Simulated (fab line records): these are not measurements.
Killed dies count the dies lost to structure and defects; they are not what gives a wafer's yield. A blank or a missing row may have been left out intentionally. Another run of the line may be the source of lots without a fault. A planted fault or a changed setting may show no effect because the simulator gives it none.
Which tool is to blame? | flow n5_finfet | Sampling: 24 lots, 72 wafers, 6 of 1938 route steps

WHAT EACH GAUGE READ, for each wafer
The record lacks any reading of a measuring or inspecting step that a usual standard deviation could be used to judge.

EACH LOT AND THE TOOL THAT RAN IT (in order: tool; ch and the chambers of the sampled wafers; start)
lot  | N5_BEOL_M11_ANNEAL_51            | N5_BEOL_M12_STRIP_63                 | N5_BEOL_M12_TRENCH_ETCH_34         | N5_BEOL_M12_ETCH_38                | N5_BEOL_M12_DEGAS_41         | N5_BEOL_M12_SPUTTER_44
L074 | rtp_anneal-02 ch 0, day 9 20:50  | plasma_asher-02 ch 0,1, day 9 22:37  | rie_diel-03 ch 0,1,3, day 9 23:36  | rie_diel-01 ch 0,1,2, day 10 00:41 | pvd_sputter-01, day 10 01:15 | pvd_sputter-01, day 10 01:25
L075 | rtp_anneal-01 ch 0, day 10 02:11 | plasma_asher-01 ch 0,1, day 10 03:50 | rie_diel-03 ch 0,1,3, day 10 04:56 | rie_diel-05 ch 1,3, day 10 05:15   | pvd_sputter-01, day 10 05:27 | pvd_sputter-01, day 10 05:37
L076 | rtp_anneal-02 ch 0, day 10 13:47 | plasma_asher-02 ch 0,1, day 10 15:41 | rie_diel-01 ch 0,1, day 10 17:00   | rie_diel-01 ch 0,1,2, day 10 17:21 | pvd_sputter-03, day 10 17:53 | pvd_sputter-03, day 10 18:03
L077 | rtp_anneal-02 ch 0, day 10 17:05 | plasma_asher-02 ch 0,1, day 10 18:49 | rie_diel-05 ch 0,1,3, day 10 19:47 | rie_diel-03 ch 0,1,2, day 10 20:52 | pvd_sputter-01, day 10 21:25 | pvd_sputter-01, day 10 21:34
L078 | rtp_anneal-02 ch 0, day 11 01:16 | plasma_asher-02 ch 0,1, day 11 02:58 | rie_diel-01 ch 0,1, day 11 04:04   | rie_diel-05 ch 0,1,3, day 11 04:20 | pvd_sputter-03, day 11 05:13 | pvd_sputter-03, day 11 05:23
L079 | rtp_anneal-02 ch 0, day 11 01:27 | plasma_asher-01 ch 0,1, day 11 03:10 | rie_diel-03 ch 0,1,3, day 11 04:22 | rie_diel-01 ch 0,1,3, day 11 05:19 | pvd_sputter-03, day 11 06:11 | pvd_sputter-03, day 11 06:20
L080 | rtp_anneal-01 ch 0, day 11 07:56 | plasma_asher-01 ch 0,1, day 11 09:53 | rie_diel-03 ch 0,1,2, day 11 11:02 | rie_diel-01 ch 0,2,3, day 11 12:20 | pvd_sputter-02, day 11 12:32 | pvd_sputter-02, day 11 12:41
L081 | rtp_anneal-02 ch 0, day 11 21:20 | plasma_asher-02 ch 0,1, day 11 22:56 | rie_diel-03 ch 2,3, day 12 00:11   | rie_diel-05 ch 0,1,3, day 12 04:07 | pvd_sputter-02, day 12 04:40 | pvd_sputter-02, day 12 04:49
L082 | rtp_anneal-02 ch 0, day 12 05:39 | plasma_asher-01 ch 0,1, day 12 07:28 | rie_diel-01 ch 1,3, day 12 08:40   | rie_diel-01 ch 1,2,3, day 12 09:37 | pvd_sputter-01, day 12 10:07 | pvd_sputter-01, day 12 10:17
L083 | rtp_anneal-02 ch 0, day 12 13:10 | plasma_asher-01 ch 0,1, day 12 14:43 | rie_diel-05 ch 0,1,3, day 12 15:56 | rie_diel-05 ch 0,2,3, day 12 18:42 | pvd_sputter-02, day 12 19:01 | pvd_sputter-02, day 12 19:10
L084 | rtp_anneal-02 ch 0, day 12 22:54 | plasma_asher-02 ch 0,1, day 13 00:40 | rie_diel-01 ch 1,2, day 13 01:47   | rie_diel-03 ch 1,2,3, day 13 02:04 | pvd_sputter-03, day 13 02:25 | pvd_sputter-03, day 13 02:35
L086 | rtp_anneal-01 ch 0, day 13 00:05 | plasma_asher-02 ch 0,1, day 13 01:36 | rie_diel-05 ch 0,1,2, day 13 02:58 | rie_diel-01 ch 0,2, day 13 08:47   | pvd_sputter-02, day 13 09:13 | pvd_sputter-02, day 13 09:23
L085 | rtp_anneal-02 ch 0, day 13 00:53 | plasma_asher-01 ch 0,1, day 13 02:43 | rie_diel-05 ch 0,3, day 13 03:44   | rie_diel-05 ch 0,2,3, day 13 09:20 | pvd_sputter-02, day 13 09:58 | pvd_sputter-02, day 13 10:07
L087 | rtp_anneal-02 ch 0, day 13 15:55 | plasma_asher-01 ch 0,1, day 13 17:38 | rie_diel-05 ch 0,1,3, day 13 18:55 | rie_diel-01 ch 0,1,2, day 13 20:35 | pvd_sputter-02, day 13 21:16 | pvd_sputter-02, day 13 21:26
L088 | rtp_anneal-02 ch 0, day 13 23:28 | plasma_asher-01 ch 0,1, day 14 01:04 | rie_diel-01 ch 0,1,2, day 14 02:10 | rie_diel-01 ch 0,1,2, day 14 04:47 | pvd_sputter-01, day 14 05:06 | pvd_sputter-01, day 14 05:16
L089 | rtp_anneal-02 ch 0, day 14 05:53 | plasma_asher-01 ch 0,1, day 14 07:39 | rie_diel-05 ch 0,1,3, day 14 08:49 | rie_diel-03 ch 0,1,3, day 14 12:31 | pvd_sputter-02, day 14 13:05 | pvd_sputter-02, day 14 13:14
L090 | rtp_anneal-01 ch 0, day 14 09:29 | plasma_asher-01 ch 0,1, day 14 11:17 | rie_diel-01 ch 1,2,3, day 14 12:24 | rie_diel-05 ch 0,2, day 14 12:47   | pvd_sputter-01, day 14 13:21 | pvd_sputter-01, day 14 13:31
L091 | rtp_anneal-01 ch 0, day 14 11:38 | plasma_asher-01 ch 0,1, day 14 13:23 | rie_diel-01 ch 1,2,3, day 14 14:22 | rie_diel-01 ch 0,1, day 14 14:44   | pvd_sputter-01, day 14 14:56 | pvd_sputter-01, day 14 15:05
L092 | rtp_anneal-02 ch 0, day 14 17:35 | plasma_asher-02 ch 0, day 14 19:11   | rie_diel-01 ch 0,1,2, day 14 20:11 | rie_diel-05 ch 0,1, day 14 20:28   | pvd_sputter-02, day 14 21:21 | pvd_sputter-02, day 14 21:31
L093 | rtp_anneal-02 ch 0, day 14 22:06 | plasma_asher-01 ch 0,1, day 14 23:54 | rie_diel-03 ch 2,3, day 15 01:01   | rie_diel-03 ch 1,2, day 15 01:28   | pvd_sputter-03, day 15 02:00 | pvd_sputter-03, day 15 02:10
L095 | rtp_anneal-01 ch 0, day 15 02:00 | plasma_asher-01 ch 0,1, day 15 03:38 | rie_diel-05 ch 0,2,3, day 15 04:58 | rie_diel-03 ch 0,2, day 15 07:13   | pvd_sputter-01, day 15 07:46 | pvd_sputter-01, day 15 07:55
L094 | rtp_anneal-02 ch 0, day 15 07:50 | plasma_asher-02 ch 0,1, day 15 09:34 | rie_diel-05 ch 0,1,2, day 15 10:35 | rie_diel-01 ch 0,1, day 15 12:59   | pvd_sputter-02, day 15 13:32 | pvd_sputter-02, day 15 13:41
L096 | rtp_anneal-02 ch 0, day 15 23:09 | plasma_asher-02 ch 0,1, day 16 00:47 | rie_diel-01 ch 0,1,2, day 16 01:53 | rie_diel-05 ch 2,3, day 16 07:39   | pvd_sputter-01, day 16 08:02 | pvd_sputter-01, day 16 08:12
L097 | rtp_anneal-01 ch 0, day 16 07:20 | plasma_asher-02 ch 0,1, day 16 09:08 | rie_diel-03 ch 0,1, day 16 10:14   | rie_diel-03 ch 1,2, day 16 10:35   | pvd_sputter-02, day 16 11:12 | pvd_sputter-02, day 16 11:22
- N5_BEOL_M11_ANNEAL_51: time 90 s.
- N5_BEOL_M12_STRIP_63: strips in N2/H2.
- N5_BEOL_M12_TRENCH_ETCH_34: etches SiOC in C4F8/O2/Ar, target depth 318.95 nm, time 125.5 s.
- N5_BEOL_M12_ETCH_38: etches SiCN in CF4/N2, target depth 68.7 nm, time 73.4 s.
- N5_BEOL_M12_DEGAS_41: time 60 s.
- N5_BEOL_M12_SPUTTER_44: material Ta, target thk 10 nm, time 16.13 s.

AS READ BY THE TOOLS THEMSELVES (means over the sampled wafers that have a number; for cases with no such wafer, the mark the record gives instead)
N5_BEOL_M11_ANNEAL_51. Usual: wafer_temp_C_max reads 225.64 (standard deviation 0.2).
lot  | tool          | wafer_temp_C_max | flag
L074 | rtp_anneal-02 | 225.79           |
L075 | rtp_anneal-01 | 225.70           |
L076 | rtp_anneal-02 | 225.64           |
L077 | rtp_anneal-02 | 225.67           |
L078 | rtp_anneal-02 | 225.71           |
L079 | rtp_anneal-02 | 225.68           |
L080 | rtp_anneal-01 | 225.57           |
L081 | rtp_anneal-02 | 225.88           |
L082 | rtp_anneal-02 | 225.43           |
L083 | rtp_anneal-02 | 225.47           |
L084 | rtp_anneal-02 | 225.85           |
L086 | rtp_anneal-01 | 225.57           |
L085 | rtp_anneal-02 | 225.55           |
L087 | rtp_anneal-02 | 225.72           |
L088 | rtp_anneal-02 | 225.55           |
L089 | rtp_anneal-02 | 225.86           |
L090 | rtp_anneal-01 | 225.53           |
L091 | rtp_anneal-01 | 225.78           |
L092 | rtp_anneal-02 | 225.68           |
L093 | rtp_anneal-02 | 225.28           |
L095 | rtp_anneal-01 | 225.79           |
L094 | rtp_anneal-02 | 225.58           |
L096 | rtp_anneal-02 | 225.62           |
L097 | rtp_anneal-01 | 225.74           |

N5_BEOL_M12_STRIP_63. Usual: drypump_motor_current_A 5.4 A, standard deviation 0.37; heater_power_w 333 W, standard deviation 15; oes_product_au 0.693 a.u., standard deviation 0.0045; strip_time_to_endpoint_s 42.5 s, standard deviation 0.91.
lot  | tool            | drypump_motor_current_A (A) | heater_power_w (W) | oes_product_au (a.u.) | strip_time_to_endpoint_s (s) | flag
L074 | plasma_asher-02 | 5.8                         | 343                | 0.695                 | 43.2                         |
L075 | plasma_asher-01 | 5.0                         | 323                | 0.686                 | 41.7                         |
L076 | plasma_asher-02 | 5.8                         | 345                | 0.695                 | 43.1                         |
L077 | plasma_asher-02 | 5.8                         | 337                | 0.691                 | 42.4                         |
L078 | plasma_asher-02 | 5.8                         | 343                | 0.694                 | 42.4                         |
L079 | plasma_asher-01 | 5.1                         | 337                | 0.693                 | 43.8                         |
L080 | plasma_asher-01 | 5.1                         | 328                | 0.690                 | 42.9                         |
L081 | plasma_asher-02 | 5.8                         | 347                | 0.698                 | 42.1                         |
L082 | plasma_asher-01 | 5.1                         | 332                | 0.690                 | 41.8                         |
L083 | plasma_asher-01 | 5.0                         | 324                | 0.698                 | 42.7                         |
L084 | plasma_asher-02 | 5.8                         | 341                | 0.690                 | 41.6                         |
L086 | plasma_asher-02 | 5.8                         | 345                | 0.697                 | 43.5                         |
L085 | plasma_asher-01 | 5.1                         | 337                | 0.694                 | 42.0                         |
L087 | plasma_asher-01 | 5.1                         | 331                | 0.693                 | 43.4                         |
L088 | plasma_asher-01 | 5.1                         | 328                | 0.690                 | 41.3                         |
L089 | plasma_asher-01 | 5.0                         | 322                | 0.693                 | 42.9                         |
L090 | plasma_asher-01 | 5.1                         | 327                | 0.690                 | 42.3                         |
L091 | plasma_asher-01 | 5.1                         | 328                | 0.690                 | 42.6                         |
L092 | plasma_asher-02 | 5.8                         | 357                | 0.696                 | 43.0                         |
L093 | plasma_asher-01 | 5.0                         | 323                | 0.694                 | 43.1                         |
L095 | plasma_asher-01 | 5.1                         | 330                | 0.691                 | 42.0                         |
L094 | plasma_asher-02 | 5.8                         | 342                | 0.696                 | 43.9                         |
L096 | plasma_asher-02 | 5.8                         | 338                | 0.689                 | 40.8                         |
L097 | plasma_asher-02 | 5.8                         | 336                | 0.695                 | 42.8                         |

N5_BEOL_M12_TRENCH_ETCH_34. Usual: drypump_motor_current_A 5.6 A, standard deviation 0.47; he_outer_torr 30.00 Torr, standard deviation 0.058; oes_product_au 0.77 a.u., standard deviation 0.095; rf_vpp_V 664 V, standard deviation 3.9; showerhead_plenum_p_Torr 3.39 Torr, standard deviation 0.13; throttle_valve_pct 24.19 %, standard deviation 0.26.
lot  | tool        | drypump_motor_current_A (A) | he_outer_torr (Torr) | oes_product_au (a.u.) | rf_vpp_V (V) | showerhead_plenum_p_Torr (Torr) | throttle_valve_pct (%) | flag
L074 | rie_diel-03 | 5.4                         | 30.03                | 0.75                  | 667          | 3.51                            | 24.40                  |
L075 | rie_diel-03 | 5.4                         | 29.96                | 0.74                  | 669          | 3.51                            | 24.40                  |
L076 | rie_diel-01 | 5.5                         | 30.05                | 0.79                  | 661          | 3.31                            | 24.40                  |
L077 | rie_diel-05 | 5.6                         | 29.98                | 0.71                  | 662          | 3.31                            | 24.16                  |
L078 | rie_diel-01 | 5.5                         | 29.96                | 0.83                  | 662          | 3.34                            | 24.39                  |
L079 | rie_diel-03 | 5.4                         | 29.98                | 0.74                  | 667          | 3.50                            | 24.42                  |
L080 | rie_diel-03 | 5.7                         | 29.98                | 0.73                  | 668          | 3.54                            | 24.43                  |
L081 | rie_diel-03 | 5.3                         | 29.98                | 0.70                  | 666          | 3.43                            | 24.14                  |
L082 | rie_diel-01 | 5.6                         | 30.01                | 0.81                  | 662          | 3.33                            | 24.05                  |
L083 | rie_diel-05 | 5.7                         | 29.96                | 0.70                  | 662          | 3.30                            | 24.17                  |
L084 | rie_diel-01 | 5.9                         | 29.97                | 0.73                  | 661          | 3.28                            | 24.33                  |
L086 | rie_diel-05 | 5.4                         | 30.01                | 0.80                  | 664          | 3.39                            | 24.07                  |
L085 | rie_diel-05 | 5.7                         | 30.04                | 0.71                  | 660          | 3.21                            | 23.95                  |
L087 | rie_diel-05 | 5.6                         | 29.95                | 0.69                  | 661          | 3.30                            | 24.19                  |
L088 | rie_diel-01 | 5.8                         | 29.95                | 0.77                  | 661          | 3.30                            | 24.32                  |
L089 | rie_diel-05 | 5.7                         | 29.94                | 0.70                  | 662          | 3.30                            | 24.20                  |
L090 | rie_diel-01 | 5.9                         | 30.06                | 0.77                  | 662          | 3.30                            | 24.16                  |
L091 | rie_diel-01 | 5.9                         | 30.06                | 0.76                  | 662          | 3.30                            | 24.15                  |
L092 | rie_diel-01 | 5.8                         | 30.03                | 0.76                  | 661          | 3.30                            | 24.32                  |
L093 | rie_diel-03 | 5.3                         | 30.01                | 0.78                  | 664          | 3.42                            | 24.08                  |
L095 | rie_diel-05 | 5.5                         | 29.99                | 0.89                  | 664          | 3.38                            | 23.83                  |
L094 | rie_diel-05 | 5.4                         | 29.96                | 0.77                  | 664          | 3.38                            | 24.09                  |
L096 | rie_diel-01 | 5.8                         | 30.00                | 0.75                  | 661          | 3.29                            | 24.35                  |
L097 | rie_diel-03 | 5.3                         | 29.95                | 0.86                  | 668          | 3.51                            | 24.39                  |

N5_BEOL_M12_ETCH_38. Usual: cf4_flow_sccm 60.01 sccm, standard deviation 0.19; drypump_motor_current_A 5.6 A, standard deviation 0.45; oes_product_au 0.79 a.u., standard deviation 0.095; rf_vpp_V 381.5 V, standard deviation 2.3; showerhead_plenum_p_Torr 2.18 Torr, standard deviation 0.089; throttle_valve_pct 15.41 %, standard deviation 0.24.
lot  | tool        | cf4_flow_sccm (sccm) | drypump_motor_current_A (A) | oes_product_au (a.u.) | rf_vpp_V (V) | showerhead_plenum_p_Torr (Torr) | throttle_valve_pct (%) | flag
L074 | rie_diel-01 | 60.02                | 5.8                         | 0.80                  | 380.4        | 2.13                            | 15.48                  |
L075 | rie_diel-05 | 60.11                | 5.7                         | 0.70                  | 381.4        | 2.19                            | 15.55                  |
L076 | rie_diel-01 | 60.01                | 5.8                         | 0.79                  | 379.7        | 2.13                            | 15.49                  |
L077 | rie_diel-03 | 60.04                | 5.7                         | 0.73                  | 384.7        | 2.29                            | 15.65                  |
L078 | rie_diel-05 | 59.95                | 5.6                         | 0.71                  | 381.5        | 2.14                            | 15.46                  |
L079 | rie_diel-01 | 59.88                | 5.5                         | 0.82                  | 380.6        | 2.14                            | 15.37                  |
L080 | rie_diel-01 | 59.88                | 5.8                         | 0.83                  | 381.0        | 2.15                            | 15.30                  |
L081 | rie_diel-05 | 60.05                | 5.6                         | 0.70                  | 380.9        | 2.13                            | 15.48                  |
L082 | rie_diel-01 | 59.93                | 5.9                         | 0.78                  | 379.7        | 2.13                            | 15.35                  |
L083 | rie_diel-05 | 60.15                | 5.5                         | 0.81                  | 381.9        | 2.19                            | 15.23                  |
L084 | rie_diel-03 | 59.79                | 5.8                         | 0.72                  | 384.2        | 2.26                            | 15.55                  |
L086 | rie_diel-01 | 59.93                | 6.1                         | 0.78                  | 380.3        | 2.13                            | 15.46                  |
L085 | rie_diel-05 | 60.05                | 5.5                         | 0.79                  | 382.5        | 2.19                            | 15.25                  |
L087 | rie_diel-01 | 59.93                | 5.8                         | 0.77                  | 380.3        | 2.13                            | 15.53                  |
L088 | rie_diel-01 | 60.00                | 5.8                         | 0.77                  | 379.9        | 2.12                            | 15.54                  |
L089 | rie_diel-03 | 59.98                | 5.4                         | 0.81                  | 382.7        | 2.25                            | 15.54                  |
L090 | rie_diel-05 | 59.98                | 5.3                         | 0.87                  | 383.2        | 2.25                            | 15.08                  |
L091 | rie_diel-01 | 60.20                | 5.5                         | 0.78                  | 380.8        | 2.13                            | 15.56                  |
L092 | rie_diel-05 | 59.88                | 5.5                         | 0.69                  | 379.3        | 2.13                            | 15.60                  |
L093 | rie_diel-03 | 60.01                | 6.1                         | 0.90                  | 383.5        | 2.28                            | 15.26                  |
L095 | rie_diel-03 | 60.14                | 5.5                         | 0.95                  | 383.4        | 2.26                            | 15.19                  |
L094 | rie_diel-01 | 59.97                | 5.5                         | 0.77                  | 381.8        | 2.13                            | 15.59                  |
L096 | rie_diel-05 | 60.18                | 5.3                         | 0.93                  | 384.4        | 2.29                            | 15.03                  |
L097 | rie_diel-03 | 59.97                | 6.1                         | 0.88                  | 383.2        | 2.28                            | 15.27                  |

N5_BEOL_M12_DEGAS_41. Usual: heater_power_w reads 345 W (standard deviation 29).
lot  | tool           | heater_power_w (W) | flag
L074 | pvd_sputter-01 | 338                |
L075 | pvd_sputter-01 | 359                |
L076 | pvd_sputter-03 | 348                |
L077 | pvd_sputter-01 | 349                |
L078 | pvd_sputter-03 | 312                |
L079 | pvd_sputter-03 | 332                |
L080 | pvd_sputter-02 | 342                |
L081 | pvd_sputter-02 | 340                |
L082 | pvd_sputter-01 | 351                |
L083 | pvd_sputter-02 | 350                |
L084 | pvd_sputter-03 | 346                |
L086 | pvd_sputter-02 | 341                |
L085 | pvd_sputter-02 | 344                |
L087 | pvd_sputter-02 | 348                |
L088 | pvd_sputter-01 | 390                |
L089 | pvd_sputter-02 | 341                |
L090 | pvd_sputter-01 | 347                |
L091 | pvd_sputter-01 | 364                |
L092 | pvd_sputter-02 | 351                |
L093 | pvd_sputter-03 | 331                |
L095 | pvd_sputter-01 | 359                |
L094 | pvd_sputter-02 | 339                |
L096 | pvd_sputter-01 | 352                |
L097 | pvd_sputter-02 | 336                |

N5_BEOL_M12_SPUTTER_44. Usual: throttle_valve_pct reads 30.1 % (standard deviation 0.97).
lot  | tool           | throttle_valve_pct (%) | flag
L074 | pvd_sputter-01 | 29.9                   |
L075 | pvd_sputter-01 | 29.9                   |
L076 | pvd_sputter-03 | 30.0                   |
L077 | pvd_sputter-01 | 29.5                   |
L078 | pvd_sputter-03 | 31.3                   |
L079 | pvd_sputter-03 | 31.2                   |
L080 | pvd_sputter-02 | 29.6                   |
L081 | pvd_sputter-02 | 29.5                   |
L082 | pvd_sputter-01 | 29.8                   |
L083 | pvd_sputter-02 | 30.5                   |
L084 | pvd_sputter-03 | 30.4                   |
L086 | pvd_sputter-02 | 29.0                   |
L085 | pvd_sputter-02 | 31.0                   |
L087 | pvd_sputter-02 | 30.4                   |
L088 | pvd_sputter-01 | 30.1                   |
L089 | pvd_sputter-02 | 31.1                   |
L090 | pvd_sputter-01 | 30.3                   |
L091 | pvd_sputter-01 | 29.7                   |
L092 | pvd_sputter-02 | 29.6                   |
L093 | pvd_sputter-03 | 30.5                   |
L095 | pvd_sputter-01 | 29.9                   |
L094 | pvd_sputter-02 | 29.5                   |
L096 | pvd_sputter-01 | 30.3                   |
L097 | pvd_sputter-02 | 29.5                   |

THE ANSWER, worked out from the rows above alone
Rule: lot off if the mean of its wafers having a number is beyond 3 standard deviations from the usual mean. A lot without any number at a reading at which 4 lots or more have one is off too. All remaining lots with rows at the step are treated as sound. Order of review: gauges by route order, followed by the tools' own readings, for which a lot's mean as printed above is used. The first step at which some lot is off is used, and at that step the reading that is off furthest; a lot without a number counts as furthest.
None of the lots is off at any reading shown; this tells nothing.

WHAT THE SIMULATOR PUT IN
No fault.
